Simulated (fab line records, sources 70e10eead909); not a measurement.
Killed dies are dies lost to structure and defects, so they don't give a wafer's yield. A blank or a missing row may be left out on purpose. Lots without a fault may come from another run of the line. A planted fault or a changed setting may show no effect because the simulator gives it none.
A struck lot beside a sound one | flow nand_harc | 43 steps out of a route of 1302
Sound: wafers L994.1, L994.3, L994.6. Struck: wafers L987.1, L987.3, L987.5. The cause comes at the end.
At each step with rows: each side's tool, then ch and its chambers, then its first start. Under that, the readings that differ: sound wafers | struck wafers | difference of the means | sigmas: that difference in standard deviations of wafers without a fault.
alike: readings whose means differ by less than 2 such deviations, and words and numbers that are the same on both sides. not compared: withheld readings, readings that some wafer has no value for, bounds like >300 that may hide the same value, and numbers for which the record gives no deviation and whose values overlap.
The two part at a step that has a row with sigmas, a row that says differs or no value, or rows on one side only. Numbers that don't overlap but have no deviation are shown without sigmas and don't part them. A reading that every wafer of one side lacks parts them only if that side has two wafers or more.

first, 4 steps without rows for these wafers: NHARC_A_CONTACT_EBR_65; NHARC_A_CONTACT_EXPOSE_66 (exposes mask A CC 2); NHARC_A_CONTACT_PEB_67 (peb time 65 s); NHARC_A_CONTACT_DEVELOP_68 (develop time 35 s).
NHARC_A_CONTACT_CD_MEAS_69: target cd 300 nm.
  sound on cd_sem-03 ch 0, day 27 15:43; struck on cd_sem-01 ch 0, day 24 12:18
  alike: cd_nm
NHARC_A_CONTACT_OVL_MEAS_70:
  sound on overlay-01, day 27 15:48; struck on overlay-02, day 24 12:23
  alike: overlay_x_nm, overlay_y_nm
NHARC_A_CONTACT_INSPECT_71:
  sound on defect_inspect-02, day 27 15:50; struck on defect_inspect-02, day 24 12:25
  alike: raw_defect_count
NHARC_A_CONTACT_DESCUM_74: chemistry O2, time 3 s.
  sound on rie_diel-05 ch 0,1,2, day 27 15:55; struck on rie_diel-05 ch 0,1,3, day 24 12:29
  alike: drypump_motor_current_A, oes_product_au, rf_vpp_V, showerhead_plenum_p_Torr, throttle_valve_pct
  not compared: rf_hours_counter_h
then, 4 steps without rows for these wafers: NHARC_A_CONTACT_ETCH_75 (etches the open film in CF4, target depth 39 nm, time 65 s); NHARC_A_CONTACT_ETCH_76 (etches the open film in N2/H2, target depth 260 nm, time 475.3 s); NHARC_A_CONTACT_ETCH_77 (etches the open film in CF4/CHF3, target depth 108.9 nm, time 54.5 s); NHARC_A_CONTACT_ETCH_78 (etches the open film in O2/COS, target depth 5300 nm, time 1378 s).
NHARC_A_CONTACT_ETCH_124: etches the open film in C4F8/O2/Ar, time 140 s, target depth 700 nm.
  sound on har_cap_etch-02 ch 0,1, day 27 17:28; struck on har_cap_etch-03 ch 0, day 24 14:04
  not compared: rf_hours_counter_h
then, 1 step without rows for these wafers: NHARC_A_CONTACT_ETCH_125 (etches the open film in C4F8/O2/Ar, time 197 s, target depth 1918 nm).
NHARC_A_CONTACT_ETCH_126: etches the open film in C4F8/O2/Ar, time 197 s, target depth 1918 nm.
  sound on har_cap_etch-02 ch 0,1, day 27 17:50; struck on har_cap_etch-03 ch 0, day 24 14:26
  not compared: rf_hours_counter_h
NHARC_A_CONTACT_ETCH_127: etches the open film in C4F8/O2/Ar, time 197 s, target depth 1918 nm.
  sound on har_cap_etch-02 ch 0,1, day 27 18:01; struck on har_cap_etch-03 ch 0, day 24 14:37
  not compared: rf_hours_counter_h
then, 3 steps without rows for these wafers: NHARC_A_CONTACT_ETCH_128 (etches the open film in C4F8/O2/Ar, time 197 s, target depth 1918 nm); NHARC_A_CONTACT_ETCH_129 (etches the open film in C4F8/O2/Ar, time 197 s, target depth 1918 nm); NHARC_A_CONTACT_ETCH_130 (etches the open film in C4F8/O2/Ar, time 197 s, target depth 1918 nm).
NHARC_A_CONTACT_ETCH_131: etches the open film in C4F8/O2/Ar, time 197 s, target depth 1918 nm.
  sound on har_cap_etch-02 ch 0,1, day 27 18:43; struck on har_cap_etch-03 ch 0, day 24 15:19
  not compared: rf_hours_counter_h
NHARC_A_CONTACT_ETCH_132: etches the open film in C4F8/O2/Ar, time 197 s, target depth 1924 nm.
  sound on har_cap_etch-02 ch 0,1, day 27 18:53; struck on har_cap_etch-03 ch 0, day 24 15:30
  not compared: rf_hours_counter_h
then, 3 steps without rows for these wafers: NHARC_A_CONTACT_ETCH_133 (etches the open film in C4F8/O2/Ar, time 374 s, target depth 1610 nm); NHARC_A_CONTACT_ETCH_91 (etches the open film in CH3F/O2, target depth 40 nm, time 85.7 s); NHARC_A_CONTACT_ETCH_97 (etches the open film in C4F6/O2, target depth 20 nm, time 10 s).
NHARC_A_CONTACT_CD_MEAS_80:
  sound on cd_sem-01, day 27 20:02; struck on cd_sem-01, day 24 16:39
  alike: cd_nm
then, 17 steps without rows for these wafers: NHARC_A_CONTACT_STRIP_103 (strips in N2/H2); NHARC_A_CONTACT_STRIP_104 (strips in CF4/CHF3); NHARC_A_CONTACT_STRIP_105 (strips in O2/COS); NHARC_A_CONTACT_ETCH_106 (etches the open film in CF4/O2, target depth 90 nm, overetch 9 nm, time 49.5 s); NHARC_A_CONTACT_STRIP_82 (strips in O2); NHARC_A_CONTACT_STRIP_83 (strips in post etch residue remover, time 600 s); NHARC_A_CONTACT_DEP_84 (deposits aC, target thk 2800 nm); NHARC_A_CONTACT_DEP_85 (deposits SiON, target thk 60 nm); NHARC_A_CONTACT_DEHYDRATE_00 (time 120 s); NHARC_A_CONTACT_HMDS_01 (time 30 s); NHARC_A_CONTACT_COAT_86 (time 75 s); NHARC_A_CONTACT_COAT_87 (time 65 s); NHARC_A_CONTACT_COAT_02 (resist thk 90 nm); NHARC_A_CONTACT_SOFTBAKE_03 (time 55 s); NHARC_A_CONTACT_EBR_04; NHARC_A_CONTACT_EXPOSE_05 (exposes mask A CC); NHARC_A_CONTACT_PEB_06 (peb time 65 s).
-- the record jumps here: 2 days lie between the struck wafers' starts before and after (it left off in module A_CONTACT and takes up again in module END, whose first step shown is number 1302 of the route) --
NHARC_END_SORT_01:
  the record has rows for the struck wafers here (prober-01 ch 0, day 26 23:25) and none for the sound ones

WHERE THEY PART
Only at NHARC_END_SORT_01, within this record.

WHY: what the simulator had put in
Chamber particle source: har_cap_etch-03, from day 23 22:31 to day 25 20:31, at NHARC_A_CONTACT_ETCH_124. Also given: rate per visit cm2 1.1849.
